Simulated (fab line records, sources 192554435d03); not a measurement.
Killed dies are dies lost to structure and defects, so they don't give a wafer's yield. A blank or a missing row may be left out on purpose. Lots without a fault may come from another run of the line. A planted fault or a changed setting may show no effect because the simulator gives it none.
A struck lot beside a sound one | flow n5_finfet | 18 steps out of a route of 1938
Sound: wafers L697.1, L697.2, L697.6. Struck: wafers L698.1, L698.3. The cause comes at the end.
At each step with rows: each side's tool, then ch and its chambers, then its first start. Under that, the readings that differ: sound wafers | struck wafers | difference of the means | sigmas: that difference in standard deviations of wafers without a fault.
alike: readings whose means differ by less than 2 such deviations, and words and numbers that are the same on both sides. not compared: withheld readings, readings that some wafer has no value for, bounds like >300 that may hide the same value, and numbers for which the record gives no deviation and whose values overlap.
The two part at a step that has a row with sigmas, a row that says differs or no value, or rows on one side only. Numbers that don't overlap but have no deviation are shown without sigmas and don't part them. A reading that every wafer of one side lacks parts them only if that side has two wafers or more.

first, 4 steps without rows for these wafers: N5_BEOL_M1_SOFTBAKE_23 (time 60 s); N5_BEOL_M1_EXPOSE_25 (exposes mask V0, defocus 5 nm, target cd 24 nm); N5_BEOL_M1_PEB_26 (peb time 60 s); N5_BEOL_M1_DEVELOP_27 (develop time 30 s).
N5_BEOL_M1_CD_MEAS_28: target cd y 23.3 nm.
  sound on cd_sem-03 ch 0, day 9 01:40; struck on cd_sem-03 ch 0, day 9 19:17
  alike: cd_nm
N5_BEOL_M1_OVL_MEAS_29:
  sound on overlay-02 ch 0, day 9 01:42; struck on overlay-02 ch 0, day 9 19:19
  alike: V0_OVL
N5_BEOL_M1_INSPECT_30: inspects for defects (brightfield).
  sound on defect_inspect-02, day 9 01:46; struck on defect_inspect-01, day 9 19:22
  alike: raw_defect_count
N5_BEOL_M1_DESCUM_33: chemistry O2, time 7 s.
  sound on rie_diel-05 ch 0,1,2, day 9 01:48; struck on rie_diel-04 ch 1,3, day 9 19:37
  alike: drypump_motor_current_A, oes_product_au, rf_vpp_V, showerhead_plenum_p_Torr, throttle_valve_pct
  not compared: rf_hours_counter_h
N5_BEOL_M1_ETCH_77: etches underlayer in N2/H2, target depth 6.5 nm, time 5.2 s.
  sound on rie_diel-05 ch 0,1,2, day 9 01:50; struck on rie_diel-04 ch 1,3, day 9 19:39
  alike: drypump_motor_current_A, etch_rf_on_time_s, n2_flow_sccm, oes_product_au, rf_vpp_V, showerhead_plenum_p_Torr, throttle_valve_pct
  not compared: rf_hours_counter_h
N5_BEOL_M1_ETCH_69: etches SiARC in CF4, target depth 15.6 nm, time 26 s.
  sound on rie_diel-05 ch 0,1,2, day 9 01:51; struck on rie_diel-04 ch 1,3, day 9 19:40
  alike: cf4_flow_sccm, drypump_motor_current_A, etch_rf_on_time_s, oes_product_au, rf_vpp_V, showerhead_plenum_p_Torr, throttle_valve_pct
  not compared: rf_hours_counter_h
N5_BEOL_M1_ALD_98: deposits SiO2, target thk 2.5 nm, pulse time 1 s, co reactant pulse time 1 s.
  sound on ald_sin-03 ch 0,3, day 9 02:31; struck on ald_sin-04 ch 0,3, day 9 19:45
  alike: heater_power_w, precursor_pulse_height_rel
N5_BEOL_M1_ETCHBACK_99: etches SiO2 in CHF3, target depth 5 nm, time 10.4 s.
  sound on rie_diel-05 ch 2,3, day 9 10:14; struck on rie_diel-01 ch 0,2, day 9 20:53
  alike: CHF3_flow_sccm, drypump_motor_current_A, oes_product_au, rf_vpp_V, showerhead_plenum_p_Torr, throttle_valve_pct
  not compared: rf_hours_counter_h
N5_BEOL_M1_ETCH_70: etches SOC in N2/H2, target depth 80 nm, overetch 16 nm, time 120 s.
  sound on rie_diel-05 ch 2,3, day 9 10:16; struck on rie_diel-01 ch 0,2, day 9 20:56
  reading                                    | sound       | struck  | difference | sigmas
  model.SiARC_of_BEOL_M1_COAT_68.thk_nm (nm) | 6.6 6.6 6.6 | 8.4 8.4 | +1.8       |
  alike: drypump_motor_current_A, n2_flow_sccm, oes_product_au, rf_vpp_V, showerhead_plenum_p_Torr, throttle_valve_pct
  not compared: rf_hours_counter_h
then, 2 steps without rows for these wafers: N5_BEOL_M1_STRIP_71 (strips in N2/H2); N5_BEOL_M1_STRIP_78 (strips in N2/H2).
N5_BEOL_M1_VIA_ETCH_34: etches the open film in C4F6/O2, target depth 67.8 nm, time 64.4 s.
  sound on rie_diel-05 ch 2,3, day 9 10:22; struck on rie_diel-01 ch 0,2, day 9 21:02
  alike: drypump_motor_current_A, oes_product_au, rf_vpp_V, showerhead_plenum_p_Torr, throttle_valve_pct
  not compared: rf_hours_counter_h, model.BEOL_M1.cd_nm
then, 1 step without rows for these wafers: N5_BEOL_M1_STRIP_83 (strips in C4F6/O2).
N5_BEOL_M4_RC_MEAS_101:
  sound on prober-01 ch 0, day 11 06:30; struck on prober-01 ch 0, day 11 16:34
  reading   | sound                | struck        | difference | sigmas
  VT_P (mV) | -253.9 -253.9 -253.1 | -246.5 -247.1 | +6.8       | +2
  alike: DIBL_N, DIBL_P, IOFF_N, IOFF_P, ION_N, ION_P, SS_N, SS_P, VT_N

WHERE THEY PART
Only at N5_BEOL_M4_RC_MEAS_101, within this record.

WHY: what the simulator had put in
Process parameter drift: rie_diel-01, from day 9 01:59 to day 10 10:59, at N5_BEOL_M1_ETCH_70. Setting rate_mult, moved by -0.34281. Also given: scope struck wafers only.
